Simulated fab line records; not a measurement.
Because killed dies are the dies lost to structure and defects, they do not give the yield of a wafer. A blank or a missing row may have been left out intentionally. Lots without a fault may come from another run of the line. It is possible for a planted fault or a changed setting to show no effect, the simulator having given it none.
fab line records ; flow nand-harc
[record] lots = 6; wafers = 18; last-day = 32
route steps=1302 shown A_CHANNEL_HOLE_D1@486 A_CHANNEL_FILL_D1@490 A_DECK1_JOINT@518 END@1301
lots that met no fault: taken from a fault-free run of the same line
start-h: hours from the record's first day to the start of the lot's first wafer shown ; wait-h: how many hours have passed since the lot's step before this one ; " identical to the entry in the row above ; L1.1+2: one row covering several wafers at once ; - value missing, or start not given ; * or withheld: withheld ; < > ~ a bound
route shown NAME@n: NAME is a module with steps in the file, n the number in the route of the first one ; usual: mean and standard deviation over wafers with no fault ; same: alike in all rows ; chamber/n: place in a boat ; sites: per-site readings ; _std_site: standard deviation across them ; _edge_site: inner sites' mean taken away from outer sites' mean ; radius-mm: for every site, how far away it sits from the centre of the wafer ; mask NAME#n: copy n ; behind: tool/chamber where the wafer was last shaped ; hold: why the lot went on hold/how many hours it stayed there/how the hold came to an end ; device: the transistor (n, p or np) that didn't switch ; end of line: the route-end tests of the same wafers ; step lacking rows: just its recipe ; killed: the dies lost at the first sort to structure and to defects; this is not the yield of the wafer ; map: per-die view of a wafer (x killed, . not killed, _ where there is no die)
set.NAME: the setting as run; set.NAME@STEP: as run at that earlier step ; model.NAME: the simulator's own value behind a step, which no gauge read
lots seen at some steps along the route; tables by step, rows by wafer
services: a tool's chamber out of use, with start hour (start-h, from the record's first day; less than 0 if before it), hours out, and reason
[[steps]]
[step NHARC_A_CHANNEL_HOLE_D1_SRD_29]
[step NHARC_A_CHANNEL_HOLE_D1_CD_MEAS_30]
[usual] cd-nm = 89.8/1.1
lot.wafer;tool;chamber;start-h;wait-h;cd-nm
L798.2;cd-sem-01;-;192.61;-;89.9
L798.3;cd-sem-01;-;192.61;-;90.3
L798.6;cd-sem-01;-;192.61;-;89.6
L801.2;cd-sem-02;-;225.88;-;90.4
L801.4;cd-sem-02;-;225.88;-;90.6
L801.5;cd-sem-02;-;225.88;-;89.2
L809.2;cd-sem-02;-;308.33;-;90.9
L809.5;cd-sem-02;-;308.33;-;89.0
L809.6;cd-sem-02;-;308.33;-;89.5
L813.1;cd-sem-01;-;352.01;-;89.9
L813.2;cd-sem-01;-;352.01;-;89.5
L813.3;cd-sem-01;-;352.01;-;90.3
L814.1;cd-sem-02;-;355.08;0.1;90.1
L814.3;cd-sem-02;-;355.08;0.1;90.5
L814.6;cd-sem-02;-;355.08;0.1;90.8
L819.2;cd-sem-02;-;404.72;-;89.0
L819.5;cd-sem-02;-;404.72;-;88.6
L819.6;cd-sem-02;-;404.72;-;90.4
[step NHARC_A_CHANNEL_HOLE_D1_XSEM_31]
[recipe] landing-energy-ev = 35000
[step NHARC_A_CHANNEL_HOLE_D1_INSPECT_40]
[usual] raw-defect-count = 75/32
lot.wafer;tool;chamber;start-h;wait-h;raw-defect-count
L798.2;defect-inspect-02;-;192.80;-;96
L798.3;defect-inspect-02;-;192.80;-;115
L798.6;defect-inspect-02;-;192.80;-;109
L801.2;defect-inspect-01;-;226.06;-;103
L801.4;defect-inspect-01;-;226.06;-;124
L801.5;defect-inspect-01;-;226.06;-;95
L809.2;defect-inspect-01;-;308.52;-;58
L809.5;defect-inspect-01;-;308.52;-;74
L809.6;defect-inspect-01;-;308.52;-;85
L813.1;defect-inspect-02;-;352.20;-;29
L813.2;defect-inspect-02;-;352.20;-;36
L813.3;defect-inspect-02;-;352.20;-;36
L814.1;defect-inspect-01;-;355.26;-;83
L814.3;defect-inspect-01;-;355.26;-;89
L814.6;defect-inspect-01;-;355.26;-;87
L819.2;defect-inspect-01;-;404.90;-;74
L819.5;defect-inspect-01;-;404.90;-;44
L819.6;defect-inspect-01;-;404.90;-;49
[step NHARC_A_CHANNEL_FILL_D1_PRECLEAN_00]
[recipe] time-s = *; temp-c = 50; bath-age-min = 0; chemistry = SC1
[step NHARC_A_CHANNEL_FILL_D1_SRD_01]
[step NHARC_A_CHANNEL_FILL_D1_ALD_02]
[recipe] target-thk-a = 60; pulse-time-s = 10; ald-cycles = 60; temp-c = 300; material = SiO2
[usual] heater-power-w = 471/34; precursor-pulse-height-rel = 1.002/0.02
[same] pulse-time-s = 10
lot.wafer;tool;chamber;start-h;wait-h;heater-power-w;precursor-pulse-height-rel
L798.2;ald-hk-02;1;193.13;-;434;1.012
L798.3;ald-hk-02;2;193.13;-;522;1.037
L798.6;ald-hk-02;0;193.13;-;534;0.981
L801.2;ald-hk-01;2;228.02;-;467;1.017
L801.4;ald-hk-01;3;228.02;-;499;1.023
L801.5;ald-hk-01;2;228.02;-;449;0.978
L809.2;ald-hk-01;0;308.90;0.3;450;1.005
L809.6;ald-hk-01;2;308.90;0.3;455;0.991
L809.5;ald-hk-01;3;308.90;0.3;505;1.007
L813.1;ald-hk-03;3;352.84;-;496;0.967
L813.3;ald-hk-03;0;352.84;-;488;0.994
L813.2;ald-hk-03;2;352.84;-;471;1.011
L814.1;ald-hk-01;3;355.50;0.1;507;1.035
L814.3;ald-hk-01;2;355.50;0.1;482;0.988
L814.6;ald-hk-01;3;355.50;0.1;521;1.021
L819.2;ald-hk-01;3;405.32;-;519;0.980
L819.6;ald-hk-01;0;405.32;-;448;1.015
L819.5;ald-hk-01;1;405.32;-;475;1.001
[step NHARC_A_CHANNEL_FILL_D1_ALD_03]
[recipe] target-thk-a = 60; pulse-time-s = 60; ald-cycles = 58; temp-c = 630; pressure-torr = 2; material = SiNx
[usual] chamber-pressure-Torr = 2.001/0.0045; precursor-pulse-height-rel = 0.997/0.017
[same] pulse-time-s = 60
lot.wafer;tool;chamber;start-h;wait-h;chamber-pressure-Torr;precursor-pulse-height-rel
L798.2;ald-sin-batch-03;0;-;-;2.007;0.972
L798.3;ald-sin-batch-03;0;-;-;2.003;1.014
L798.6;ald-sin-batch-03;0;-;-;1.990;0.970
L801.2;ald-sin-batch-02;0;-;-;2.000;0.976
L801.4;ald-sin-batch-02;0;-;-;2.000;0.994
L801.5;ald-sin-batch-02;0;-;-;2.007;0.980
L809.2;ald-sin-batch-03;0;-;-;2.002;1.004
L809.5;ald-sin-batch-03;0;-;-;1.997;1.005
L809.6;ald-sin-batch-03;0;-;-;2.000;0.985
L813.1;ald-sin-batch-03;0;-;-;1.999;1.007
L813.2;ald-sin-batch-03;0;-;-;1.999;0.988
L813.3;ald-sin-batch-03;0;-;-;1.999;1.001
L814.1;ald-sin-batch-03;0;-;-;1.998;1.009
L814.3;ald-sin-batch-03;0;-;-;1.988;1.006
L814.6;ald-sin-batch-03;0;-;-;1.993;0.984
L819.2;ald-sin-batch-02;0;-;-;2.002;1.032
L819.5;ald-sin-batch-02;0;-;-;1.998;1.010
L819.6;ald-sin-batch-02;0;-;-;1.995;1.008
[step NHARC_A_CHANNEL_FILL_D1_ALD_14]
[recipe] target-thk-a = 25; pulse-time-s = 10; ald-cycles = 25; temp-c = 300; material = SiO2
[step NHARC_A_CHANNEL_FILL_D1_ALD_15]
[recipe] target-thk-a = 20; pulse-time-s = 60; ald-cycles = 19; temp-c = 630; pressure-torr = 2; material = SiNx
[step NHARC_A_CHANNEL_FILL_D1_ALD_16]
[recipe] target-thk-a = 15; pulse-time-s = 10; ald-cycles = 15; temp-c = 300; material = SiO2
[step NHARC_A_CHANNEL_FILL_D1_ANNEAL_17]
[recipe] temp-c = 850; time-s = 1800
[step NHARC_A_CHANNEL_FILL_D1_CVD_18]
[recipe] target-thk-a = 30; temp-c = 550; material = poly-Si
lot.wafer;tool;chamber;start-h;wait-h
L798.2+3+6;lpcvd-poly-01;0;215.12;-
L801.2+4+5;lpcvd-poly-04;0;250.30;-
L809.2+5+6;lpcvd-poly-02;0;331.70;-
L813.1+2+3;lpcvd-poly-02;0;374.74;-
L814.1+3+6;lpcvd-poly-02;0;374.74;-
L819.2+5+6;lpcvd-poly-01;0;429.73;-
[step NHARC_A_CHANNEL_FILL_D1_ETCHBACK_19]
[recipe] target-depth-a = 50; time-s = 1.7; hbr-flow-sccm = 150; cl2-flow-sccm = 50; rf-w = 400; icp-w = 400; bias-w = 100; chemistry = HBr/Cl2
[usual] bias-w = 100.01/0.28; chamber-pressure-mTorr = 14.999/0.014; drypump-motor-current-A = 5.9/0.39; oes-product-au = 1.006/0.012; throttle-valve-pct = 26.406/0.0099
[same] time-s = 1.7
lot.wafer;tool;chamber;start-h;wait-h;bias-w;chamber-pressure-mTorr;drypump-motor-current-A;oes-product-au;rf-hours-counter-h;throttle-valve-pct
L798.2;rie-si-03;0;217.21;0.4;99.68;15.007;6.3;1.013;1.1;26.421
L798.3;rie-si-03;2;217.21;0.4;99.65;14.987;5.0;1.005;0.8;26.404
L798.6;rie-si-03;3;217.21;0.4;100.06;15.018;5.8;1.006;-;26.399
L801.2;rie-si-03;3;252.36;0.4;100.25;14.995;5.8;0.996;0.1;26.416
L801.4;rie-si-03;1;252.36;0.4;99.87;14.992;5.7;0.989;0.1;26.404
L801.5;rie-si-03;0;252.36;0.4;100.00;15.020;6.3;1.000;-;26.393
L809.2;rie-si-05;2;333.79;0.4;99.77;14.989;6.2;1.030;0.1;26.436
L809.6;rie-si-05;1;333.79;0.4;99.89;14.994;6.0;1.006;-;26.411
L809.5;rie-si-05;2;333.79;0.4;99.78;14.988;6.3;1.019;-;26.402
L813.2;rie-si-02;3;376.80;0.4;99.94;15.008;5.7;1.012;0.6;26.416
L813.1;rie-si-02;0;376.80;0.4;100.26;15.000;6.1;1.020;0.5;26.409
L813.3;rie-si-02;2;376.80;0.4;99.81;15.011;5.6;1.005;0.7;26.420
L814.1;rie-si-05;2;376.80;0.4;100.14;15.032;6.3;1.027;0.3;26.409
L814.3;rie-si-05;0;376.80;0.4;99.79;14.995;5.5;0.998;0.2;26.395
L814.6;rie-si-05;2;376.80;0.4;99.90;14.991;6.3;1.026;-;26.411
L819.2;rie-si-02;0;431.81;0.4;99.97;14.992;6.1;1.015;0.8;26.403
L819.6;rie-si-02;0;431.81;0.4;99.78;15.009;6.1;1.014;-;26.418
L819.5;rie-si-02;1;431.81;0.4;100.21;14.984;5.9;0.996;-;26.412
[step NHARC_A_CHANNEL_FILL_D1_ETCHBACK_20]
[recipe] target-depth-a = 270; time-s = 13.5; c4f8-flow-sccm = withheld; o2-flow-sccm = 8; ar-flow-sccm = withheld; rf-w = 600; bias-w = 1500; chemistry = C4F8/O2/Ar
[step NHARC_A_CHANNEL_FILL_D1_STRIP_28]
[recipe] time-s = 20; o2-flow-sccm = 500; ar-flow-sccm = 0; bias-w = 0; chemistry = O2
[step NHARC_A_CHANNEL_FILL_D1_PRECLEAN_21]
[recipe] time-s = 30; chemistry = dHF
[step NHARC_A_CHANNEL_FILL_D1_SRD_23]
[step NHARC_A_CHANNEL_FILL_D1_CVD_05]
[recipe] target-thk-a = 50; temp-c = 550; material = poly-Si
[step NHARC_A_CHANNEL_FILL_D1_ANNEAL_22]
[recipe] temp-c = 620; time-s = 7200
[step NHARC_A_CHANNEL_FILL_D1_THK_MEAS_06]
[recipe] thk-meas-gauge = ellipsometry
[usual] thk-nm = 5.2/0.95
lot.wafer;tool;chamber;start-h;wait-h;thk-nm
L798.2;film-metro-02;-;231.49;0.4;4.8
L798.3;film-metro-02;-;231.49;0.4;6.0
L798.6;film-metro-02;-;231.49;0.4;5.7
L801.2;film-metro-02;-;264.17;0.4;4.9
L801.4;film-metro-02;-;264.17;0.4;6.8
L801.5;film-metro-02;-;264.17;0.4;5.8
L809.2;film-metro-02;-;345.80;0.4;4.5
L809.5;film-metro-02;-;345.80;0.4;4.2
L809.6;film-metro-02;-;345.80;0.4;4.0
L813.1;film-metro-01;-;388.73;0.4;6.3
L813.2;film-metro-01;-;388.73;0.4;3.5
L813.3;film-metro-01;-;388.73;0.4;6.2
L814.1;film-metro-02;-;388.73;0.4;3.8
L814.3;film-metro-02;-;388.73;0.4;5.0
L814.6;film-metro-02;-;388.73;0.4;5.8
L819.2;film-metro-01;-;443.95;0.4;6.1
L819.5;film-metro-01;-;443.95;0.4;3.9
L819.6;film-metro-01;-;443.95;0.4;5.6
[step NHARC_A_CHANNEL_FILL_D1_ALD_25]
[recipe] target-thk-a = 600; pulse-time-s = 10; ald-cycles = 600; temp-c = 300; material = SiOx
[step NHARC_A_CHANNEL_FILL_D1_ETCHBACK_08]
[recipe] target-depth-a = 2200; time-s = 110; c4f8-flow-sccm = 20; ar-flow-sccm = withheld; rf-w = 600; bias-w = 300; chemistry = C4F8
[step NHARC_A_CHANNEL_FILL_D1_STRIP_29]
[recipe] time-s = 20; o2-flow-sccm = 500; ar-flow-sccm = 0; bias-w = 0; chemistry = O2
[step NHARC_A_CHANNEL_FILL_D1_PRECLEAN_30]
[recipe] time-s = 30; chemistry = dHF
[step NHARC_A_CHANNEL_FILL_D1_SRD_31]
[step NHARC_A_CHANNEL_FILL_D1_CVD_09]
[recipe] target-thk-a = 1500; temp-c = 620; pressure-mtorr = 200; time-s = 3000; material = poly-Si
[step NHARC_A_CHANNEL_FILL_D1_CMP_10]
[recipe] target-thk-nm = 150
[usual] edge-zone-pressure-frac = 1.000/0.0058; motor-current-A = 12.0/0.77; time-to-endpoint-s = 15.5/2.7
lot.wafer;tool;chamber;start-h;wait-h;edge-zone-pressure-frac;motor-current-A;time-to-endpoint-s
L798.3;cmp-03;3;242.99;0.4;0.995;12.0;10.6
L798.2;cmp-03;0;242.99;0.4;1.005;12.2;13.8
L798.6;cmp-03;0;242.99;0.4;1.006;11.4;11.7
L801.2;cmp-03;3;275.79;0.4;1.011;11.7;15.6
L801.4;cmp-03;0;275.79;0.4;1.003;11.7;16.9
L801.5;cmp-03;3;275.79;0.4;1.009;12.1;12.0
L809.2;cmp-01;1;357.39;0.4;1.004;10.9;12.2
L809.5;cmp-01;0;357.39;0.4;0.986;12.1;14.3
L809.6;cmp-01;1;357.39;0.4;1.001;11.7;13.2
L813.3;cmp-01;2;401.26;0.4;0.999;11.4;12.2
L813.1;cmp-01;3;401.26;0.4;0.999;12.3;19.3
L813.2;cmp-01;1;401.26;0.4;0.991;11.7;14.3
L814.1;cmp-04;0;401.32;0.4;1.005;11.9;15.5
L814.3;cmp-04;1;401.32;0.4;1.000;13.4;18.1
L814.6;cmp-04;2;401.32;0.4;1.000;11.5;17.1
L819.2;cmp-01;2;456.65;0.4;1.013;10.9;11.3
L819.5;cmp-01;0;456.65;0.4;1.011;12.6;11.2
L819.6;cmp-01;1;456.65;0.4;1.001;11.4;10.7
[step NHARC_A_CHANNEL_FILL_D1_SRD_12]
[step NHARC_A_CHANNEL_FILL_D1_INSPECT_13]
[usual] raw-defect-count = 281/99
lot.wafer;tool;chamber;start-h;wait-h;raw-defect-count
L798.2;defect-inspect-01;-;243.41;0.0;302
L798.3;defect-inspect-01;-;243.41;0.0;219
L798.6;defect-inspect-01;-;243.41;0.0;263
L801.2;defect-inspect-02;-;276.23;0.0;343
L801.4;defect-inspect-02;-;276.23;0.0;435
L801.5;defect-inspect-02;-;276.23;0.0;417
L809.2;defect-inspect-01;-;357.78;0.0;161
L809.5;defect-inspect-01;-;357.78;0.0;147
L809.6;defect-inspect-01;-;357.78;0.0;156
L813.1;defect-inspect-02;-;401.67;0.0;188
L813.2;defect-inspect-02;-;401.67;0.0;323
L813.3;defect-inspect-02;-;401.67;0.0;179
L814.1;defect-inspect-01;-;401.70;0.0;309
L814.3;defect-inspect-01;-;401.70;0.0;195
L814.6;defect-inspect-01;-;401.70;0.0;377
L819.2;defect-inspect-02;-;457.01;0.0;360
L819.5;defect-inspect-02;-;457.01;0.0;217
L819.6;defect-inspect-02;-;457.01;0.0;272
[step NHARC_A_DECK1_JOINT_ETCHBACK_07]
[recipe] target-depth-a = 1050; time-s = 26.9; hbr-flow-sccm = 150; rf-w = 350; icp-w = 350; bias-w = 60; chemistry = HBr
[usual] bias-w = 60.00/0.2; chamber-pressure-mTorr = 15.002/0.014; drypump-motor-current-A = 5.8/0.34; oes-product-au = 1.000/0.0081; throttle-valve-pct = 23.265/0.0093
[same] time-s = 26.9
lot.wafer;tool;chamber;start-h;wait-h;bias-w;chamber-pressure-mTorr;drypump-motor-current-A;oes-product-au;rf-hours-counter-h;throttle-valve-pct
L798.3;rie-si-01;3;243.49;0.1;60.05;14.996;5.8;1.011;0.2;23.262
L798.2;rie-si-01;0;243.49;0.1;60.16;15.012;5.5;0.988;0.3;23.271
L798.6;rie-si-01;2;243.49;0.1;60.36;15.018;6.5;0.992;-;23.256
L801.4;rie-si-04;0;276.29;0.1;59.79;15.005;5.8;0.999;0.7;23.263
L801.2;rie-si-04;1;276.29;0.1;60.12;14.995;5.8;1.005;0.7;23.263
L801.5;rie-si-04;1;276.29;0.1;60.11;15.021;5.8;1.006;-;23.252
L809.2;rie-si-04;0;357.85;0.1;59.93;14.986;5.8;0.997;0.1;23.280
L809.6;rie-si-04;3;357.85;0.1;60.14;15.021;5.7;0.993;-;23.270
L809.5;rie-si-04;0;357.85;0.1;59.67;14.988;5.8;0.985;-;23.272
L813.3;rie-si-01;2;401.75;0.1;60.06;14.992;6.5;0.997;0.1;23.254
L813.2;rie-si-01;3;401.75;0.1;59.87;15.027;5.8;0.997;0.1;23.273
L813.1;rie-si-01;0;401.75;0.1;60.19;15.017;5.5;1.008;0.1;23.250
L814.1;rie-si-06;0;401.79;0.1;59.86;15.000;5.6;1.006;0.8;23.268
L814.3;rie-si-06;1;401.79;0.1;59.90;15.014;5.3;1.006;0.9;23.241
L814.6;rie-si-06;3;401.79;0.1;60.03;15.002;6.3;1.000;-;23.257
L819.2;rie-si-01;2;457.11;0.1;59.66;14.987;6.5;1.010;0.5;23.270
L819.5;rie-si-01;3;457.11;0.1;60.10;14.964;5.8;1.000;-;23.265
L819.6;rie-si-01;0;457.11;0.1;59.76;15.013;5.5;1.002;-;23.262
[step NHARC_A_DECK1_JOINT_ETCH_25]
[recipe] target-depth-a = 5; chemistry = dHF; material = SiO2
[step NHARC_A_DECK1_JOINT_ETCH_19]
[recipe] temp-c = 25; target-depth-a = 30; chemistry = TMAH; material = poly-Si
[step NHARC_A_DECK1_JOINT_ETCH_18]
[recipe] target-depth-a = 30; chemistry = dHF; material = SiO2
[step NHARC_A_DECK1_JOINT_WET_08]
[recipe] temp-c = 160; time-s = 86; chemistry = H3PO4
[step NHARC_A_DECK1_JOINT_ETCH_09]
[recipe] target-depth-a = 50; chemistry = dHF; material = SiO2
[step NHARC_A_DECK1_JOINT_WET_10]
[recipe] temp-c = 160; time-s = 86; chemistry = H3PO4
[step NHARC_A_DECK1_JOINT_ETCH_11]
[recipe] target-depth-a = 350; chemistry = dHF; material = SiO2
[step NHARC_A_DECK1_JOINT_CVD_12]
[recipe] target-thk-a = 900; temp-c = 620; pressure-mtorr = 200; time-s = 1800; material = poly-Si
[step NHARC_A_DECK1_JOINT_CMP_13]
[recipe] target-thk-nm = 51.023
[step NHARC_END_WLT_00]
[usual] VT_DECK1_BOTTOM = 0.874/0.0087; VT_DECK1_BOTTOM_INNER = 0.874/0.009; VT_DECK1_MEDIAN_NEAR_BOTTOM = 0.875/0.0094; VT_DECK1_MEDIAN_NEAR_BOTTOM_INNER = 0.874/0.01; VT_DECK1_MIDDLE = 0.887/0.01; VT_DECK1_MIDDLE_INNER = 0.887/0.0092; VT_DECK1_TOP = 0.899/0.01; VT_DECK1_TOP_INNER = 0.899/0.0094; VT_DECK2_BOTTOM = 0.875/0.0076; VT_DECK2_BOTTOM_INNER = 0.876/0.0072; VT_DECK2_MEDIAN_NEAR_BOTTOM = 0.876/0.0075; VT_DECK2_MEDIAN_NEAR_BOTTOM_INNER = 0.877/0.0082; VT_DECK2_MIDDLE = 0.889/0.0073; VT_DECK2_MIDDLE_INNER = 0.889/0.0081; VT_DECK2_TOP = 0.901/0.0074; VT_DECK2_TOP_INNER = 0.901/0.0073
lot.wafer;tool;chamber;start-h;wait-h;VT_DECK1_BOTTOM;VT_DECK1_BOTTOM_INNER;VT_DECK1_MEDIAN_NEAR_BOTTOM;VT_DECK1_MEDIAN_NEAR_BOTTOM_INNER;VT_DECK1_MIDDLE;VT_DECK1_MIDDLE_INNER;VT_DECK1_TOP;VT_DECK1_TOP_INNER;VT_DECK2_BOTTOM;VT_DECK2_BOTTOM_INNER;VT_DECK2_MEDIAN_NEAR_BOTTOM;VT_DECK2_MEDIAN_NEAR_BOTTOM_INNER;VT_DECK2_MIDDLE;VT_DECK2_MIDDLE_INNER;VT_DECK2_TOP;VT_DECK2_TOP_INNER
L798.2;prober-02;-;570.32;0.6;0.864;0.863;0.862;0.868;0.869;0.873;0.885;0.885;0.875;0.880;0.882;0.887;0.898;0.895;0.912;0.912
L798.3;prober-02;-;570.32;0.6;0.864;0.874;0.871;0.871;0.879;0.885;0.886;0.881;0.893;0.881;0.869;0.879;0.898;0.892;0.924;0.913
L798.6;prober-02;-;572.34;2.6;0.868;0.864;0.871;0.869;0.874;0.872;0.875;0.886;0.882;0.872;0.879;0.874;0.887;0.888;0.901;0.911
L801.2;prober-02;-;591.10;0.6;0.880;0.876;0.878;0.878;0.895;0.890;0.911;0.893;0.887;0.893;0.884;0.877;0.893;0.900;0.906;0.916
L801.4;prober-02;-;591.10;0.6;0.878;0.883;0.885;0.880;0.888;0.895;0.909;0.898;0.882;0.877;0.883;0.879;0.889;0.901;0.905;0.901
L801.5;prober-02;-;591.10;0.6;0.881;0.871;0.873;0.877;0.891;0.890;0.909;0.901;0.888;0.888;0.893;0.893;0.886;0.903;0.904;0.913
L809.2;prober-02;-;673.24;0.6;0.878;0.879;0.878;0.867;0.885;0.887;0.905;0.893;0.873;0.871;0.871;0.875;0.890;0.884;0.897;0.903
L809.5;prober-02;-;674.75;2.1;0.873;0.867;0.866;0.874;0.879;0.883;0.896;0.900;0.877;0.880;0.875;0.881;0.894;0.889;0.906;0.902
L809.6;prober-02;-;674.75;2.1;0.873;0.864;0.870;0.871;0.879;0.886;0.900;0.892;0.876;0.881;0.877;0.881;0.897;0.888;0.902;0.901
L814.1;prober-01;-;729.08;0.0;0.945;0.951;0.949;0.955;0.970;0.963;0.980;0.980;0.866;0.862;0.869;0.864;0.874;0.882;0.892;0.898
L814.3;prober-01;-;730.08;1.0;0.937;0.949;0.948;0.951;0.966;0.972;0.976;0.981;0.862;0.865;0.868;0.878;0.883;0.880;0.889;0.880
L814.6;prober-01;-;731.58;2.5;0.950;0.944;0.955;0.949;0.973;0.962;0.981;0.976;0.868;0.873;0.863;0.873;0.891;0.883;0.888;0.899
L813.1;prober-02;-;729.10;0.1;0.939;0.949;0.950;0.937;0.979;0.958;0.985;0.976;0.875;0.875;0.868;0.873;0.886;0.891;0.896;0.904
L813.2;prober-02;-;729.10;0.1;0.947;0.954;0.945;0.944;0.965;0.978;0.985;0.980;0.868;0.866;0.869;0.871;0.882;0.878;0.893;0.897
L813.3;prober-02;-;729.10;0.1;0.945;0.952;0.950;0.947;0.961;0.976;0.979;0.982;0.875;0.876;0.873;0.866;0.883;0.874;0.900;0.889
L819.2;prober-01;-;768.54;0.5;0.873;0.862;0.864;0.863;0.877;0.881;0.895;0.897;0.873;0.866;0.874;0.877;0.890;0.879;0.908;0.902
L819.5;prober-01;-;770.05;2.1;0.864;0.868;0.868;0.864;0.883;0.879;0.889;0.892;0.873;0.868;0.870;0.867;0.881;0.886;0.898;0.898
L819.6;prober-01;-;770.05;2.1;0.872;0.866;0.870;0.876;0.878;0.876;0.897;0.893;0.876;0.874;0.876;0.878;0.882;0.893;0.896;0.900
[[services]]
tool;chamber;start-h;hours;kind
rie-si-05;0;170.68;12.5;repair
cmp-01;-;172.54;1.2;repair
cmp-01;-;192.08;4.0;pm
rie-si-01;-;193.00;9.0;pm
lpcvd-poly-02;-;206.00;26.0;pm
rie-si-03;-;221.00;9.0;pm
rie-si-01;2;231.27;6.6;repair
rie-si-04;3;259.19;3.1;repair
cmp-03;-;260.03;4.0;pm
rie-si-02;-;263.40;9.1;repair
ald-sin-batch-02;-;266.00;26.0;pm
lpcvd-poly-02;-;270.66;6.7;repair
rie-si-02;-;277.59;9.0;pm
cmp-01;-;290.08;4.0;pm
ald-hk-01;-;296.00;10.0;pm
cmp-01;-;304.33;1.7;repair
rie-si-05;-;305.00;9.0;pm
rie-si-03;2;337.84;2.7;repair
rie-si-04;-;342.00;9.0;pm
cmp-01;-;358.59;0.5;repair
rie-si-01;-;370.00;9.0;pm
cmp-01;-;370.84;3.9;repair
ald-hk-01;-;371.88;1.0;repair
cmp-01;-;388.08;4.0;pm
[[key]]
[first-sign] step = NHARC_END_WLT_00; reading = VT_DECK1_MIDDLE_INNER; direction = up; sigmas = 8.8; usual = 0.887; struck = 0.968
[effect] step = NHARC_END_WLT_00; reading = VT_DECK1_BOTTOM_INNER; direction = up; sigmas = 8.5; usual = 0.874; struck = 0.950
met-at NHARC_A_CHANNEL_FILL_D1_CVD_18
struck-wafers L813.1,L813.2,L813.3,L814.1,L814.3,L814.6
sort-left-out L813.1,L813.2,L813.3,L814.1,L814.3,L814.6
tester-left-out L813,L814
onset-between 331.70 374.74
also-fits NHARC_A_CHANNEL_FILL_D1_ALD_03:ald-sin-batch-03
[fault] kind = process-parameter-drift; tool = lpcvd-poly-02; chamber = -; onset-h = 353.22; steps = NHARC_A_CHANNEL_FILL_D1_CVD_18; channel = target-thk-a; offset = *; shape = step; end-h = 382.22; acts-in = *; stated = *
// tester-left-out: of these lots the tester's yield and bins aren't shown, on N5 and GAA mostly nor the transistor test; their killed dies are dies lost to structure and defects alone, not to doping, threshold or leakage, so they don't give the yield
// sort-left-out: the simulated sort isn't trusted on such a fault, so these wafers' sort isn't shown, and their yield isn't known
